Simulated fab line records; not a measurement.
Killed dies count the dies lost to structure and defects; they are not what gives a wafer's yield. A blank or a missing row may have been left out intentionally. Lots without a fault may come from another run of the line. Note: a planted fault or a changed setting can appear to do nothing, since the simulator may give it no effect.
Split-lot trial	flow n5 finfet	39 wafers read across 7 lots, on a route 1938 steps long

## ABOUT THE SPLIT
At N5_BEOL_M11_PECVD_70 (deposits SiO2 from TEOS/O2, target thk 20 nm, time 22.7 s), the setting time s was moved away from the recipe's 22.7 s on 12 of the 39 wafers read, by -29.7% to +38.9%. The other wafers ran this setting at the recipe's value.

## FROM THE SPLIT TO THE READING: what the file shows between them, 4 steps
- N5_BEOL_M11_HM_DEP_02: deposits TiN, target thk 20 nm
- N5_BEOL_M11_COAT_59: time 60 s, resist thk 100 nm
- N5_BEOL_M11_ECD_50: material Cu, target thk 318 nm
- N5_BEOL_M11_ANNEAL_51: time 90 s

## THE READING
barrier field endpoint s, in s, at N5_BEOL_M11_CMP_52 (polishes, stops on SiCOH lowk, t overpolish 7 s, target thk 140 nm). Fault-free wafers of this fab line usually give 29.0 s, standard deviation 0.68 s.

wafer	tool, chamber at the split	time s as run, s	against the recipe	barrier field endpoint s, s	against lot-mates on the recipe
L076.3	pecvd-03, 0,2	22.7	recipe	29.1	-
L076.2	pecvd-03, 0,2	22.7	recipe	29.5	-
L076.4	pecvd-03, 1	16.33	-28.1%	23.5	-5.6
L076.1	pecvd-03, 1	16.33	-28.1%	23.0	-6.1
L076.6	pecvd-03, 2	22.7	recipe	28.8	-
L076.5	pecvd-03, 0	16.33	-28.1%	22.8	-6.3
L077.4	pecvd-04, 1,0,2	22.7	recipe	28.8	-
L077.2	pecvd-04, 1,0,2	22.7	recipe	28.8	-
L077.1	pecvd-04, 0	22.7	recipe	28.7	-
L077.3	pecvd-04, 2	22.7	recipe	27.9	-
L077.6	pecvd-04, 1	22.7	recipe	29.0	-
L077.5	pecvd-04, 1,0,2	22.7	recipe	29.3	-
L075.2	pecvd-02, 1,0	29.86	+31.5%	36.7	+7.1
L075.3	pecvd-02, 0	22.7	recipe	29.2	-
L075.4	pecvd-02, 1	22.7	recipe	30.4	-
L075.1	pecvd-02, 1,0	29.86	+31.5%	35.4	+5.8
L075.5	pecvd-02, 1	29.86	+31.5%	36.4	+6.8
L075.6	pecvd-02, 0	22.7	recipe	29.2	-
L078.4	pecvd-03, 1,2	31.53	+38.9%	36.6	+8.0
L078.3	pecvd-03, 1	22.7	recipe	27.8	-
L078.2	pecvd-03, 2	31.53	+38.9%	37.3	+8.7
L078.1	pecvd-03, 0	22.7	recipe	29.1	-
L078.6	pecvd-03, 0	22.7	recipe	29.0	-
L078.5	pecvd-03, 1,2	31.53	+38.9%	38.7	+10.1
L081.4	pecvd-03, 1	22.7	recipe	28.6	-
L081.2	pecvd-03, 1	22.7	recipe	28.1	-
L081.3	pecvd-03, 2	15.95	-29.7%	22.2	-6.2
L081.1	pecvd-03, 0	22.7	recipe	28.6	-
L081.6	pecvd-03, 2,0	15.95	-29.7%	22.0	-6.4
L081.5	pecvd-03, 2,0	15.95	-29.7%	21.4	-7.0
L083.3	pecvd-02, 0,2	22.7	recipe	27.5	-
L083.4	pecvd-02, 2	22.7	recipe	29.5	-
L083.1	pecvd-02, 1	22.7	recipe	28.0	-
L083.2	pecvd-02, 0,2	22.7	recipe	28.1	-
L083.6	pecvd-02, 0	22.7	recipe	28.9	-
L083.5	pecvd-02, 1	22.7	recipe	29.1	-
L094.2	pecvd-04, 0,2	22.7	recipe	28.7	-
L094.4	pecvd-04, 0,2	22.7	recipe	29.0	-
L094.3	pecvd-04, 2	22.7	recipe	29.8	-
Where a row lists several chambers, the file gives one row for several wafers and doesn't say which wafer went through which chamber.

THE FIT
A straight line over all 39 wafers: barrier field endpoint s changes by +0.224 s for each +1% of time s; r = +0.99; the points scatter about the line by 0.65 s.
The same after taking each lot's own level away (the mean of its wafers on the recipe; 39 wafers): +0.22 s for each +1%; r = +0.99; scatter 0.56 s.
According to that fit, moving time s by its largest amount changes the reading by 8.5 s.
The span of the lots' own levels, 28.43 to 29.60 s, comes to 1.7 times the standard deviation stated above.
The two slopes are in agreement: the lot-to-lot level therefore moves the slope only a little.
Check: for one of the wafers moved furthest among these (+38.9%), held out of the fit, the line's prediction against its lot-mates is +8.64 s. It came out at +7.97 s against them.

## THE WHOLE CHAIN: every reading that the file lists as answering this split, in the file's order
step	what it does	reading	change (the file's fit)	r (the file's)
N5_BEOL_M11_PECVD_70	deposits SiO2 from TEOS/O2, target thk 20 nm, time 22.7 s	SiO2_of_BEOL_M11_PECVD_70.thk nm (the simulator's own value, which no gauge read)	+0.189 nm for each +1% of the setting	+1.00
N5_BEOL_M11_CMP_52	polishes, stops on SiCOH lowk, t overpolish 7 s, target thk 140 nm	barrier field endpoint s	+0.22 s for each +1% of the setting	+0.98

## THE FILE'S OWN FIT
barrier field endpoint s changes by +0.22 s for each +1% of time s, r = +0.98.
